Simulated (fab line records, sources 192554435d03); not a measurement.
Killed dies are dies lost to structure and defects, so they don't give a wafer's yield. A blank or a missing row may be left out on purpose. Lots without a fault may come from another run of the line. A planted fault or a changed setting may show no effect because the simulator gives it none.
fab line records | flow n5_finfet
record lots=5 wafers=15 last_day=19
route steps=1938 shown BEOL_M2@899
lots that met no fault: from a run of the same line without faults
start_h: hours from the record's first day to the start of the lot's first wafer shown | wait_h: hours since the lot's step before | " the same as in the row above | L1.1+2: a row that stands for several wafers | - no value, or no start given | * or withheld: withheld | < > ~ a bound
route shown NAME@n: a module of which the file shows steps, and the number in the route of the first | usual: mean/standard deviation of fault-free wafers | same: alike in all rows | chamber/n: place in a boat | sites: the reading at each site | _std_site: their standard deviation | _edge_site: outer sites' mean less inner sites' | radius_mm: how far each site lies from the wafer's centre | mask NAME#n: copy n | behind: the tool/chamber that last shaped the wafer | hold: why the lot was held/for how many hours/how that ended | device: the transistor (n, p or np) that didn't switch | end of line: the same wafers' tests at the end of the route | a step without rows: its recipe alone | killed: dies lost to structure and defects at the first sort, not the wafer's yield | map: a wafer's dies, x killed, . not, _ none there
set.NAME: the setting as run; set.NAME@STEP: as run at that earlier step | model.NAME: the simulator's own value behind a step, which no gauge read
lots at some steps of the route; a table a step, a row a wafer
services: from which hour (start_h, from the record's first day; less than 0 if before it) a tool's chamber was out of use, for how many hours, and why
## steps
# step N5_BEOL_M2_DEGAS_44
# recipe ambient=vacuum temp_c=250 time_s=60
# usual heater_power_w=338/35
# columns lot.wafer tool chamber start_h wait_h heater_power_w
L079.2 pvd_sputter-01 - 181.74 0.5 358
L079.3 " - " " 287
L079.6 " - " " 285
L080.2 pvd_sputter-02 - 189.51 0.5 344
L080.4 " - " " 308
L080.5 " - " " 355
L085.1 pvd_sputter-03 - 219.67 0.4 294
L085.2 " - " " 370
L085.3 " - " " 378
L093.1 pvd_sputter-03 - 271.97 0.6 385
L093.2 " - " " 373
L093.5 " - " " 316
L095.2 pvd_sputter-03 - 284.88 0.1 293
L095.3 " - " " 371
L095.6 " - " " 287
# step N5_BEOL_M2_PRE_CLEAN_45
# recipe gas=H2/He time_s=30 temp_c=250
# usual heater_power_w=337/35
# columns lot.wafer tool chamber start_h wait_h heater_power_w
L079.2 pvd_sputter-01 - 181.78 0.0 346
L079.3 " - " " 290
L079.6 " - " " 282
L080.2 pvd_sputter-02 - 189.55 0.0 347
L080.4 " - " " 304
L080.5 " - " " 354
L085.1 pvd_sputter-03 - 219.71 0.0 285
L085.2 " - " " 375
L085.3 " - " " 377
L093.1 pvd_sputter-03 - 272.01 0.0 379
L093.2 " - " " 379
L093.5 " - " " 313
L095.2 pvd_sputter-03 - 284.92 0.0 290
L095.3 " - " " 381
L095.6 " - " " 283
# step N5_BEOL_M2_ALD_84
# recipe material=TaN target_thk_a=* temp_c=275 ald_precursor_family=PDMAT ald_co_reactant=NH3 pressure_torr=3 carrier_flow_sccm=1500 pulse_time_s=2 purge_time_s=3 co_reactant_purge_time_s=2 co_reactant_pulse_time_s=3 ald_cycles=30 precursor_vessel_temp_c=75 precursor_vessel_pressure_torr=26.25 precursor_vessel_carrier_sccm=1000
# usual chamber_pressure_Torr=3.000/0.007 heater_power_w=405/37
# same co_reactant_purge_time_s=2
# columns lot.wafer tool chamber start_h wait_h chamber_pressure_Torr heater_power_w since_wet_clean_h
L079.2 ald_metal-02 2 181.86 0.1 2.995 370 4460
L079.3 " 1 " " 3.008 339 4460
L079.6 " 3 " " 2.991 457 -
L080.2 ald_metal-03 1 189.62 0.0 2.992 404 1391
L080.4 " 0 " " 2.997 439 1391
L080.5 " 2 " " 2.997 417 -
L085.1 ald_metal-04 1 219.77 0.0 3.005 455 6037
L085.2 " 2 " " 3.014 392 6037
L085.3 " 3 " " 3.000 442 6037
L093.1 ald_metal-04 3 272.07 0.0 3.000 445 6089
L093.2 " 0 " " 3.002 423 6089
L093.5 " 2 " " 3.005 393 -
L095.2 ald_metal-03 2 284.98 0.0 3.002 427 1486
L095.3 " 3 " " 2.997 393 1486
L095.6 " 2 " " 2.999 413 -
# step N5_BEOL_M2_SURFACE_TREAT_85
# recipe gas=Ar time_s=* ion_energy_ev=* ion_current_ma_cm2=0.5 pressure_mtorr=* ar_flow_sccm=30
# usual throttle_valve_pct=*
# columns lot.wafer tool chamber start_h wait_h throttle_valve_pct
L079.2 pvd_sputter-03 - 182.08 0.1 *
L079.3 " - " " *
L079.6 " - " " *
L080.2 pvd_sputter-01 - 191.28 1.6 *
L080.4 " - " " *
L080.5 " - " " *
L085.1 pvd_sputter-03 - 220.21 0.3 *
L085.2 " - " " *
L085.3 " - " " *
L093.1 pvd_sputter-03 - 272.53 0.4 *
L093.2 " - " " *
L093.5 " - " " *
L095.2 pvd_sputter-02 - 285.22 0.1 *
L095.3 " - " " *
L095.6 " - " " *
# step N5_BEOL_M2_CVD_47
# recipe material=Co target_thk_a=30 temp_c=withheld precursor=CCTBA/H2 pressure_torr=30 time_s=223.8
# usual chamber_pressure_Torr=30.00/0.064
# columns lot.wafer tool chamber start_h wait_h chamber_pressure_Torr since_wet_clean_h
L079.2 cvd_co-02 1 182.14 0.0 30.02 30
L079.3 " 0 " " 29.97 942
L079.6 " 0 " " 30.03 -
L080.2 cvd_co-02 2 191.38 0.1 30.00 492
L080.4 " 0 " " 30.01 -
L080.5 " 2 " " 29.95 -
L085.1 cvd_co-02 1 220.41 0.2 30.02 68
L085.2 " 2 " " 29.88 521
L085.3 " 0 " " 30.03 980
L093.1 cvd_co-02 1 272.61 0.1 30.09 120
L093.2 " 0 " " 30.11 1033
L093.5 " 0 " " 30.05 -
L095.2 cvd_co-01 1 285.34 0.1 30.06 1264
L095.3 " 0 " " 30.05 827
L095.6 " 0 " " 30.03 -
# step N5_BEOL_M2_SPUTTER_48
# recipe material=Cu target_thk_a=45 temp_c=-20 chamber_pressure_pa=0.07 power_w=withheld time_s=8.29
# usual chamber_pressure_pa=0.06998/0.00014 throttle_valve_pct=30.2/0.99
# columns lot.wafer tool chamber start_h wait_h chamber_pressure_pa throttle_valve_pct
L079.2 pvd_sputter-03 - 182.30 0.1 0.06995 31.4
L079.3 " - " " 0.06979 29.7
L079.6 " - " " 0.07006 30.0
L080.2 pvd_sputter-03 - 191.56 0.1 0.0701 30.1
L080.4 " - " " 0.06995 31.3
L080.5 " - " " 0.07008 31.7
L085.1 pvd_sputter-03 - 220.57 0.1 0.0699 31.6
L085.2 " - " " 0.06986 29.9
L085.3 " - " " 0.07006 31.2
L093.1 pvd_sputter-03 - 272.91 0.2 0.06981 31.2
L093.2 " - " " 0.06993 31.4
L093.5 " - " " 0.07013 31.6
L095.2 pvd_sputter-01 - 285.52 0.1 0.06991 30.3
L095.3 " - " " 0.07003 30.7
L095.6 " - " " 0.06974 28.1
# step N5_BEOL_M2_ANNEAL_49
# recipe temp_c=400 time_s=240 ambient=vacuum
# usual heater_power_w=840/83 susceptor_temp_C_max=400.9/0.33
# columns lot.wafer tool chamber start_h wait_h heater_power_w susceptor_temp_C_max
L079.2 pvd_sputter-03 - 182.38 0.0 794 401.3
L079.3 " - " " 940 400.8
L079.6 " - " " 922 401.0
L080.2 pvd_sputter-03 - 191.64 0.0 914 401.0
L080.4 " - " " 711 400.7
L080.5 " - " " 798 401.4
L085.1 pvd_sputter-03 - 220.65 0.0 801 401.1
L085.2 " - " " 928 400.9
L085.3 " - " " 719 400.8
L093.1 pvd_sputter-03 - 272.99 0.0 710 400.7
L093.2 " - " " 784 401.2
L093.5 " - " " 791 401.1
L095.2 pvd_sputter-01 - 285.60 0.0 828 401.3
L095.3 " - " " 891 401.0
L095.6 " - " " 821 400.8
# step N5_BEOL_M2_SPUTTER_79
# recipe material=Cu target_thk_a=45 temp_c=-20 chamber_pressure_pa=0.07 power_w=withheld time_s=8.29
# usual chamber_pressure_pa=0.07/0.00015 throttle_valve_pct=30.2/1
# columns lot.wafer tool chamber start_h wait_h chamber_pressure_pa throttle_valve_pct
L079.2 pvd_sputter-03 - 182.52 0.1 0.07003 31.7
L079.3 " - " " 0.0702 29.6
L079.6 " - " " 0.07003 30.2
L080.2 pvd_sputter-03 - 191.78 0.1 0.07009 30.1
L080.4 " - " " 0.06999 31.4
L080.5 " - " " 0.06997 31.9
L085.1 pvd_sputter-03 - 220.79 0.1 0.07015 31.7
L085.2 " - " " 0.06999 30.2
L085.3 " - " " 0.0699 30.9
L093.1 pvd_sputter-03 - 273.13 0.1 0.0701 31.4
L093.2 " - " " 0.07013 31.7
L093.5 " - " " 0.07003 31.6
L095.2 pvd_sputter-01 - 285.74 0.1 0.07015 29.9
L095.3 " - " " 0.07005 30.7
L095.6 " - " " 0.06988 28.2
# step N5_BEOL_M2_ANNEAL_80
# recipe temp_c=400 time_s=240 ambient=vacuum
# usual heater_power_w=839/80 susceptor_temp_C_max=400.9/0.35
# columns lot.wafer tool chamber start_h wait_h heater_power_w susceptor_temp_C_max
L079.2 pvd_sputter-03 - 182.60 0.0 797 401.0
L079.3 " - " " 951 401.2
L079.6 " - " " 949 401.2
L080.2 pvd_sputter-03 - 191.86 0.0 944 400.5
L080.4 " - " " 716 400.6
L080.5 " - " " 811 401.8
L085.1 pvd_sputter-03 - 220.87 0.0 787 401.4
L085.2 " - " " 899 400.7
L085.3 " - " " 716 401.1
L093.1 pvd_sputter-03 - 273.21 0.0 726 400.8
L093.2 " - " " 804 401.1
L093.5 " - " " 794 401.0
L095.2 pvd_sputter-01 - 285.82 0.0 810 401.3
L095.3 " - " " 881 401.1
L095.6 " - " " 825 400.9
# step N5_BEOL_M2_SPUTTER_81
# recipe material=Cu target_thk_a=45 temp_c=-20 chamber_pressure_pa=0.07 power_w=withheld time_s=8.29
# usual chamber_pressure_pa=0.07/0.00014 throttle_valve_pct=30.2/0.99
# columns lot.wafer tool chamber start_h wait_h chamber_pressure_pa throttle_valve_pct
L079.2 pvd_sputter-03 - 182.74 0.1 0.06959 31.7
L079.3 " - " " 0.06996 30.0
L079.6 " - " " 0.07006 30.0
L080.2 pvd_sputter-03 - 192.00 0.1 0.07004 30.4
L080.4 " - " " 0.06966 31.2
L080.5 " - " " 0.06998 31.6
L085.1 pvd_sputter-03 - 221.01 0.1 0.06984 31.6
L085.2 " - " " 0.06994 30.4
L085.3 " - " " 0.06989 31.1
L093.1 pvd_sputter-03 - 273.35 0.1 0.06984 31.4
L093.2 " - " " 0.07001 31.6
L093.5 " - " " 0.07004 31.5
L095.2 pvd_sputter-01 - 285.96 0.1 0.07005 30.1
L095.3 " - " " 0.07 30.5
L095.6 " - " " 0.07001 28.3
# step N5_BEOL_M2_ANNEAL_82
# recipe temp_c=400 time_s=240 ambient=vacuum
# usual heater_power_w=839/81 susceptor_temp_C_max=400.9/0.37
# columns lot.wafer tool chamber start_h wait_h heater_power_w susceptor_temp_C_max
L079.2 pvd_sputter-03 - 182.82 0.0 779 401.3
L079.3 " - " " 938 400.7
L079.6 " - " " 920 400.5
L080.2 pvd_sputter-03 - 192.08 0.0 931 400.6
L080.4 " - " " 706 400.8
L080.5 " - " " 786 401.8
L085.1 pvd_sputter-03 - 221.09 0.0 786 401.3
L085.2 " - " " 922 401.0
L085.3 " - " " 692 400.6
L093.1 pvd_sputter-03 - 273.43 0.0 719 400.8
L093.2 " - " " 781 401.2
L093.5 " - " " 808 401.4
L095.2 pvd_sputter-01 - 286.04 0.0 806 401.4
L095.3 " - " " 877 400.6
L095.6 " - " " 854 400.8
# step N5_BEOL_M2_SPUTTER_86
# recipe material=Cu target_thk_a=45 temp_c=-20 chamber_pressure_pa=0.07 power_w=withheld time_s=8.29
# usual chamber_pressure_pa=0.07/0.00014 throttle_valve_pct=30.2/1
# columns lot.wafer tool chamber start_h wait_h chamber_pressure_pa throttle_valve_pct
L079.2 pvd_sputter-03 - 182.96 0.1 0.06991 31.5
L079.3 " - " " 0.06984 29.8
L079.6 " - " " 0.06989 30.1
L080.2 pvd_sputter-03 - 192.22 0.1 0.06997 29.9
L080.4 " - " " 0.07019 31.2
L080.5 " - " " 0.07005 31.5
L085.1 pvd_sputter-03 - 221.23 0.1 0.06983 31.7
L085.2 " - " " 0.0701 30.4
L085.3 " - " " 0.07 31.2
L093.1 pvd_sputter-03 - 273.57 0.1 0.06985 31.0
L093.2 " - " " 0.06988 31.7
L093.5 " - " " 0.0699 31.9
L095.2 pvd_sputter-01 - 286.18 0.1 0.07015 29.9
L095.3 " - " " 0.06999 30.6
L095.6 " - " " 0.07006 27.7
# step N5_BEOL_M2_ANNEAL_87
# recipe temp_c=400 time_s=240 ambient=vacuum
# usual heater_power_w=840/83 susceptor_temp_C_max=400.9/0.35
# columns lot.wafer tool chamber start_h wait_h heater_power_w susceptor_temp_C_max
L079.2 pvd_sputter-03 - 183.04 0.0 791 401.3
L079.3 " - " " 927 400.9
L079.6 " - " " 915 401.3
L080.2 pvd_sputter-03 - 192.30 0.0 940 400.4
L080.4 " - " " 716 400.6
L080.5 " - " " 810 401.6
L085.1 pvd_sputter-03 - 221.31 0.0 799 401.6
L085.2 " - " " 936 400.8
L085.3 " - " " 714 400.3
L093.1 pvd_sputter-03 - 273.65 0.0 712 400.8
L093.2 " - " " 791 401.4
L093.5 " - " " 798 400.9
L095.2 pvd_sputter-01 - 286.26 0.0 809 401.8
L095.3 " - " " 881 400.5
L095.6 " - " " 846 400.2
# step N5_BEOL_M2_SPUTTER_88
# recipe material=Cu target_thk_a=45 temp_c=-20 chamber_pressure_pa=0.07 power_w=withheld time_s=8.29
# usual chamber_pressure_pa=0.07001/0.00014 throttle_valve_pct=30.2/1
# columns lot.wafer tool chamber start_h wait_h chamber_pressure_pa throttle_valve_pct
L079.2 pvd_sputter-03 - 183.18 0.1 0.0701 31.6
L079.3 " - " " 0.06989 30.0
L079.6 " - " " 0.07008 30.2
L080.2 pvd_sputter-03 - 192.44 0.1 0.0699 30.1
L080.4 " - " " 0.07015 31.1
L080.5 " - " " 0.07026 31.7
L085.1 pvd_sputter-03 - 221.45 0.1 0.06998 31.6
L085.2 " - " " 0.07001 30.2
L085.3 " - " " 0.0699 31.1
L093.1 pvd_sputter-03 - 273.79 0.1 0.07021 31.3
L093.2 " - " " 0.07011 31.4
L093.5 " - " " 0.07015 31.8
L095.2 pvd_sputter-01 - 286.40 0.1 0.07008 30.1
L095.3 " - " " 0.06999 30.6
L095.6 " - " " 0.06993 28.4
# step N5_BEOL_M2_ANNEAL_89
# recipe temp_c=400 time_s=240 ambient=vacuum
# usual heater_power_w=839/82 susceptor_temp_C_max=400.9/0.36
# columns lot.wafer tool chamber start_h wait_h heater_power_w susceptor_temp_C_max
L079.2 pvd_sputter-03 - 183.26 0.0 825 401.1
L079.3 " - " " 941 400.7
L079.6 " - " " 917 401.1
L080.2 pvd_sputter-03 - 192.52 0.0 943 401.2
L080.4 " - " " 717 400.5
L080.5 " - " " 798 401.3
L085.1 pvd_sputter-03 - 221.53 0.0 793 401.4
L085.2 " - " " 920 400.9
L085.3 " - " " 710 400.6
L093.1 pvd_sputter-03 - 273.87 0.0 718 400.5
L093.2 " - " " 814 401.4
L093.5 " - " " 808 401.0
L095.2 pvd_sputter-01 - 286.48 0.0 819 401.1
L095.3 " - " " 895 400.9
L095.6 " - " " 818 400.9
# step N5_BEOL_M2_SPUTTER_90
# recipe material=Cu target_thk_a=45 temp_c=-20 chamber_pressure_pa=0.07 power_w=withheld time_s=8.29
# usual chamber_pressure_pa=0.07/0.00014 throttle_valve_pct=30.2/0.99
# columns lot.wafer tool chamber start_h wait_h chamber_pressure_pa throttle_valve_pct
L079.2 pvd_sputter-03 - 183.40 0.1 0.07024 31.6
L079.3 " - " " 0.06998 30.1
L079.6 " - " " 0.06992 30.2
L080.2 pvd_sputter-03 - 192.66 0.1 0.07 30.2
L080.4 " - " " 0.07015 31.4
L080.5 " - " " 0.06989 31.7
L085.1 pvd_sputter-03 - 221.67 0.1 0.06995 31.6
L085.2 " - " " 0.07019 30.1
L085.3 " - " " 0.07006 31.4
L093.1 pvd_sputter-03 - 274.01 0.1 0.07004 31.4
L093.2 " - " " 0.06964 31.5
L093.5 " - " " 0.06975 31.4
L095.2 pvd_sputter-01 - 286.62 0.1 0.06971 30.4
L095.3 " - " " 0.07013 30.4
L095.6 " - " " 0.07046 28.3
# step N5_BEOL_M2_ANNEAL_91
# recipe temp_c=400 time_s=240 ambient=vacuum
# usual heater_power_w=840/82 susceptor_temp_C_max=400.9/0.36
# columns lot.wafer tool chamber start_h wait_h heater_power_w susceptor_temp_C_max
L079.2 pvd_sputter-03 - 183.48 0.0 777 400.7
L079.3 " - " " 959 401.3
L079.6 " - " " 938 400.9
L080.2 pvd_sputter-03 - 192.74 0.0 931 401.0
L080.4 " - " " 711 400.6
L080.5 " - " " 806 401.1
L085.1 pvd_sputter-03 - 221.75 0.0 810 401.5
L085.2 " - " " 939 400.8
L085.3 " - " " 709 400.3
L093.1 pvd_sputter-03 - 274.09 0.0 724 400.7
L093.2 " - " " 805 401.6
L093.5 " - " " 793 401.7
L095.2 pvd_sputter-01 - 286.70 0.0 806 401.2
L095.3 " - " " 876 400.6
L095.6 " - " " 840 400.7
# step N5_BEOL_M2_SPUTTER_92
# recipe material=Cu target_thk_a=45 temp_c=-20 chamber_pressure_pa=0.07 power_w=withheld time_s=8.29
# usual chamber_pressure_pa=0.06997/0.00014 throttle_valve_pct=30.2/1
# columns lot.wafer tool chamber start_h wait_h chamber_pressure_pa throttle_valve_pct
L079.2 pvd_sputter-03 - 183.62 0.1 0.07003 31.5
L079.3 " - " " 0.07006 29.7
L079.6 " - " " 0.06986 30.2
L080.2 pvd_sputter-03 - 192.88 0.1 0.06981 30.1
L080.4 " - " " 0.06993 31.0
L080.5 " - " " 0.06978 31.7
L085.1 pvd_sputter-03 - 221.89 0.1 0.06988 31.2
L085.2 " - " " 0.06997 30.1
L085.3 " - " " 0.06994 31.3
L093.1 pvd_sputter-03 - 274.23 0.1 0.07033 31.1
L093.2 " - " " 0.07002 31.4
L093.5 " - " " 0.06999 31.5
L095.2 pvd_sputter-01 - 286.84 0.1 0.06995 30.0
L095.3 " - " " 0.07018 30.7
L095.6 " - " " 0.07025 28.2
# step N5_BEOL_M2_ANNEAL_93
# recipe temp_c=400 time_s=240 ambient=vacuum
# usual heater_power_w=839/83 susceptor_temp_C_max=401.0/0.36
# columns lot.wafer tool chamber start_h wait_h heater_power_w susceptor_temp_C_max
L079.2 pvd_sputter-03 - 183.70 0.0 806 401.4
L079.3 " - " " 940 401.2
L079.6 " - " " 928 400.9
L080.2 pvd_sputter-03 - 192.96 0.0 915 400.6
L080.4 " - " " 703 401.0
L080.5 " - " " 791 401.5
L085.1 pvd_sputter-03 - 221.97 0.0 771 401.2
L085.2 " - " " 934 401.0
L085.3 " - " " 712 400.5
L093.1 pvd_sputter-03 - 274.31 0.0 723 400.4
L093.2 " - " " 796 402.0
L093.5 " - " " 788 401.4
L095.2 pvd_sputter-01 - 286.92 0.0 828 401.7
L095.3 " - " " 888 400.6
L095.6 " - " " 854 400.4
# step N5_BEOL_M2_SPUTTER_94
# recipe material=Cu target_thk_a=45 temp_c=-20 chamber_pressure_pa=0.07 power_w=withheld time_s=8.29
# usual chamber_pressure_pa=0.07001/0.00013 throttle_valve_pct=30.2/1
# columns lot.wafer tool chamber start_h wait_h chamber_pressure_pa throttle_valve_pct
L079.2 pvd_sputter-03 - 183.84 0.1 0.07014 31.7
L079.3 " - " " 0.06995 29.8
L079.6 " - " " 0.07018 29.9
L080.2 pvd_sputter-03 - 193.10 0.1 0.06973 30.2
L080.4 " - " " 0.07013 31.3
L080.5 " - " " 0.07009 31.8
L085.1 pvd_sputter-03 - 222.11 0.1 0.06994 31.4
L085.2 " - " " 0.07011 30.5
L085.3 " - " " 0.06991 31.6
L093.1 pvd_sputter-03 - 274.45 0.1 0.07013 31.4
L093.2 " - " " 0.06999 31.8
L093.5 " - " " 0.0702 31.6
L095.2 pvd_sputter-01 - 287.06 0.1 0.06989 30.3
L095.3 " - " " 0.06998 30.7
L095.6 " - " " 0.07008 28.3
# step N5_BEOL_M2_ANNEAL_95
# recipe temp_c=400 time_s=240 ambient=vacuum
# usual heater_power_w=839/81 susceptor_temp_C_max=400.9/0.36
# columns lot.wafer tool chamber start_h wait_h heater_power_w susceptor_temp_C_max
L079.2 pvd_sputter-03 - 183.92 0.0 788 400.8
L079.3 " - " " 928 401.0
L079.6 " - " " 919 401.3
L080.2 pvd_sputter-03 - 193.18 0.0 912 400.5
L080.4 " - " " 703 400.6
L080.5 " - " " 790 401.1
L085.1 pvd_sputter-03 - 222.19 0.0 806 401.2
L085.2 " - " " 939 400.7
L085.3 " - " " 723 400.7
L093.1 pvd_sputter-03 - 274.53 0.0 708 400.7
L093.2 " - " " 788 401.3
L093.5 " - " " 809 400.9
L095.2 pvd_sputter-01 - 287.14 0.0 831 401.1
L095.3 " - " " 878 400.8
L095.6 " - " " 860 401.2
# step N5_BEOL_M2_SPUTTER_96
# recipe material=Cu target_thk_a=45 temp_c=-20 chamber_pressure_pa=0.07 power_w=withheld time_s=8.29
# usual chamber_pressure_pa=0.06999/0.00014 throttle_valve_pct=30.2/0.99
# columns lot.wafer tool chamber start_h wait_h chamber_pressure_pa throttle_valve_pct
L079.2 pvd_sputter-03 - 184.06 0.1 0.07024 31.7
L079.3 " - " " 0.07006 29.9
L079.6 " - " " 0.07008 30.1
L080.2 pvd_sputter-03 - 193.32 0.1 0.07004 30.2
L080.4 " - " " 0.06992 31.2
L080.5 " - " " 0.06992 31.4
L085.1 pvd_sputter-03 - 222.33 0.1 0.07019 31.6
L085.2 " - " " 0.06983 30.2
L085.3 " - " " 0.06988 31.4
L093.1 pvd_sputter-03 - 274.67 0.1 0.07002 31.5
L093.2 " - " " 0.07006 31.6
L093.5 " - " " 0.06999 31.5
L095.2 pvd_sputter-01 - 287.28 0.1 0.07007 30.1
L095.3 " - " " 0.06995 30.8
L095.6 " - " " 0.06985 28.1
# step N5_BEOL_M2_ECD_50
# recipe material=Cu target_thk_a=3000
# columns lot.wafer tool chamber start_h wait_h
L079.2+3+6 ecd_cu-02 1,0,1 184.18 0.1
L080.2+4+5 ecd_cu-01 0,1,1 193.44 0.1
L085.1+2+3 ecd_cu-02 1,0,0 222.45 0.1
L093.1+2+5 ecd_cu-02 1,0,0 274.79 0.1
L095.2+3+6 ecd_cu-02 1,0,1 287.39 0.1
# step N5_BEOL_M2_ANNEAL_51
# recipe temp_c=225 time_s=90 ambient=N2
# usual wafer_temp_C_max=225.86/0.26
# columns lot.wafer tool chamber start_h wait_h wafer_temp_C_max
L079.2 rtp_anneal-01 0 184.30 0.1 225.68
L079.3 " 0 " " 225.78
L079.6 " 0 " " 225.94
L080.2 rtp_anneal-02 0 193.56 0.1 226.11
L080.4 " 0 " " 226.10
L080.5 " 0 " " 226.18
L085.1 rtp_anneal-01 0 222.66 0.2 225.97
L085.2 " 0 " " 226.02
L085.3 " 0 " " 225.77
L093.1 rtp_anneal-02 0 274.87 0.1 225.84
L093.2 " 0 " " 225.98
L093.5 " 0 " " 226.24
L095.2 rtp_anneal-01 0 287.57 0.2 226.13
L095.3 " 0 " " 225.73
L095.6 " 0 " " 225.59
# step N5_BEOL_M2_CMP_52
# recipe stop_on=SiOC t_overpolish_s=6.8 down_force_psi=1 platen_rpm=50 clearing_platen_down_force_psi=1.5 clearing_platen_rpm=50 post_cmp_clean=cu_alkaline target_thk_nm=40 clearing_platen_pad_velocity_m_s=0.99484 pad_velocity_m_s=0.99484
# usual barrier_field_endpoint_s=24.9/0.58 clearing_platen_rpm=50.004/0.028 head_pressure_psi=0.9996/0.0023 motor_current_A=6.3/0.64 overpolish_run_s=6.800/0.0093 time_to_endpoint_s=61.0/2.8
# columns lot.wafer tool chamber start_h wait_h barrier_field_endpoint_s clearing_platen_rpm head_pressure_psi motor_current_A overpolish_run_s time_to_endpoint_s
L079.2 cmp-04 3 184.57 0.2 24.1 50.017 1.0008 6.1 6.806 58.9
L079.3 " 0 " " 24.0 50.022 1.0005 4.8 6.803 61.9
L079.6 " 0 " " 24.6 50.061 0.9973 5.1 6.802 59.9
L080.2 cmp-02 3 193.83 0.2 23.6 49.998 0.9985 7.2 6.800 53.5
L080.4 " 0 " " 24.2 50.010 1.0014 6.7 6.806 57.0
L080.5 " 0 " " 24.8 49.983 1.0018 6.9 6.782 57.9
L085.1 cmp-04 2 222.95 0.3 25.2 49.960 0.9962 5.7 6.810 63.7
L085.3 " 0 " " 24.6 50.047 1.0043 5.3 6.811 60.0
L085.2 " 1 " " 25.2 50.028 0.9972 6.8 6.798 62.6
L093.2 cmp-02 3 275.20 0.2 24.8 50.026 1.0022 6.9 6.808 62.4
L093.1 " 1 " " 26.0 50.049 0.9985 6.1 6.789 64.4
L093.5 " 2 " " 24.5 50.008 1.0014 6.2 6.780 60.1
L095.2 cmp-03 2 287.96 0.3 24.7 50.008 0.9975 6.5 6.809 60.6
L095.3 " 3 " " 23.7 50.050 0.9950 5.9 6.799 60.3
L095.6 " 1 " " 24.2 50.007 0.9996 5.6 6.793 62.5
# step N5_BEOL_M2_THK_MEAS_53
# recipe thk_meas_gauge=xrf reads=Cu_of_BEOL_M2_ECD_50
# usual M2_THK=38.7/1.7
# columns lot.wafer tool chamber start_h wait_h M2_THK[nm]
L079.2 film_metro-02 - 184.87 - 36.5
L079.3 " - " " 38.6
L079.6 " - " " 38.8
L080.2 film_metro-01 - 194.12 - 35.6
L080.4 " - " " 36.7
L080.5 " - " " 37.5
L085.1 film_metro-02 - 223.25 - 39.9
L085.2 " - " " 40.6
L085.3 " - " " 38.1
L093.1 film_metro-02 - 275.46 - 37.8
L093.2 " - " " 37.8
L093.5 " - " " 36.0
L095.2 film_metro-01 - 288.18 - 39.7
L095.3 " - " " 38.5
L095.6 " - " " 38.3
# step N5_BEOL_M2_PRE_CLEAN_60
# recipe gas=NH3/H2 time_s=15 temp_c=* rf_power_w=300
# usual heater_power_w=86/17 rf_fwd_power_W=297.0/0.91
# columns lot.wafer tool chamber start_h wait_h heater_power_w rf_fwd_power_W since_wet_clean_h
L079.2 cvd_co-02 0 184.90 0.0 85 297.7 945
L079.3 " 1 " " 65 296.6 32
L079.6 " 2 " " 81 296.3 -
L080.2 cvd_co-02 1 194.16 0.0 66 298.1 42
L080.4 " 2 " " 76 297.3 -
L080.5 " 0 " " 86 295.9 -
L085.1 cvd_co-02 1 223.28 0.0 65 297.7 71
L085.2 " 2 " " 79 296.9 524
L085.3 " 0 " " 86 298.1 983
L093.1 cvd_co-02 2 275.50 0.0 80 295.5 576
L093.2 " 1 " " 67 295.9 123
L093.5 " 0 " " 87 297.3 -
L095.2 cvd_co-02 0 288.22 0.0 86 297.4 1048
L095.3 " 1 " " 67 298.0 136
L095.6 " 2 " " 80 297.5 -
# step N5_BEOL_M2_CO_CAP_55
# recipe material=Co target_thk_a=20 temp_c=200 precursor=CCTBA/H2 pressure_torr=30 time_s=102.1
# usual chamber_pressure_Torr=29.99/0.072 heater_power_w=237/21
# columns lot.wafer tool chamber start_h wait_h chamber_pressure_Torr heater_power_w since_wet_clean_h
L079.2 cvd_co-02 0 184.94 0.0 30.01 236 945
L079.3 " 1 " " 29.99 217 32
L079.6 " 2 " " 29.90 225 -
L080.2 cvd_co-02 1 194.20 0.0 29.87 213 42
L080.4 " 2 " " 30.04 232 -
L080.5 " 0 " " 30.07 237 -
L085.1 cvd_co-02 1 223.32 0.0 30.07 208 71
L085.2 " 2 " " 30.04 223 524
L085.3 " 0 " " 29.92 240 983
L093.1 cvd_co-02 2 275.54 0.0 30.04 231 576
L093.2 " 1 " " 29.92 212 123
L093.5 " 0 " " 30.09 238 -
L095.2 cvd_co-02 0 288.26 0.0 29.97 238 1048
L095.3 " 1 " " 29.93 206 136
L095.6 " 2 " " 29.99 224 -
# step N5_BEOL_M2_PRE_CLEAN_56
# recipe gas=NH3 time_s=15 temp_c=withheld rf_power_w=300
# usual rf_fwd_power_W=294.2/1.5
# columns lot.wafer tool chamber start_h wait_h rf_fwd_power_W since_wet_clean_h
L079.2 pecvd-01 0 185.03 0.1 297.6 889
L079.3 " 2 " " 293.4 134
L079.6 " 1 " " 295.1 -
L080.2 pecvd-04 0 194.30 0.1 295.5 1261
L080.4 " 0 " " 295.3 -
L080.5 " 1 " " 292.6 -
L085.1 pecvd-01 2 223.42 0.1 294.1 172
L085.2 " 1 " " 295.6 1652
L085.3 " 0 " " 295.7 927
L093.1 pecvd-03 2 275.63 0.1 293.8 43
L093.2 " 1 " " 293.1 1523
L093.5 " 0 " " 295.3 -
L095.2 pecvd-03 2 288.35 0.1 294.9 56
L095.3 " 0 " " 295.3 811
L095.6 " 2 " " 295.1 -
## services
# columns tool chamber start_h hours kind
pecvd-03 0 159.45 2.1 scheduled_down
pvd_sputter-02 - 168.67 3.0 repair
cvd_co-01 - 172.67 4.3 pm
cmp-04 - 172.74 4.0 pm
cmp-04 - 189.57 3.7 pm
pecvd-03 - 193.06 0.3 repair
cmp-02 - 194.05 4.0 pm
ald_metal-02 1 195.12 23.4 repair
pecvd-01 - 200.24 6.0 pm
cmp-03 - 200.62 13.4 pm
pecvd-04 0 207.47 14.5 repair
cvd_co-02 - 214.02 0.4 repair
ald_metal-04 1 220.16 18.0 repair
pecvd-03 0 226.34 12.3 repair
cmp-03 - 237.49 1.0 repair
ald_metal-03 - 238.23 6.0 pm
cmp-03 - 240.40 3.9 pm
cmp-03 - 250.66 1.3 repair
cvd_co-01 2 254.90 3.5 repair
cvd_co-02 - 255.23 0.4 repair
pvd_sputter-01 - 272.01 0.5 repair
cmp-03 - 275.55 2.8 repair
ald_metal-03 - 281.16 1.4 repair
ecd_cu-02 - 281.33 5.5 pm
## key
fault none
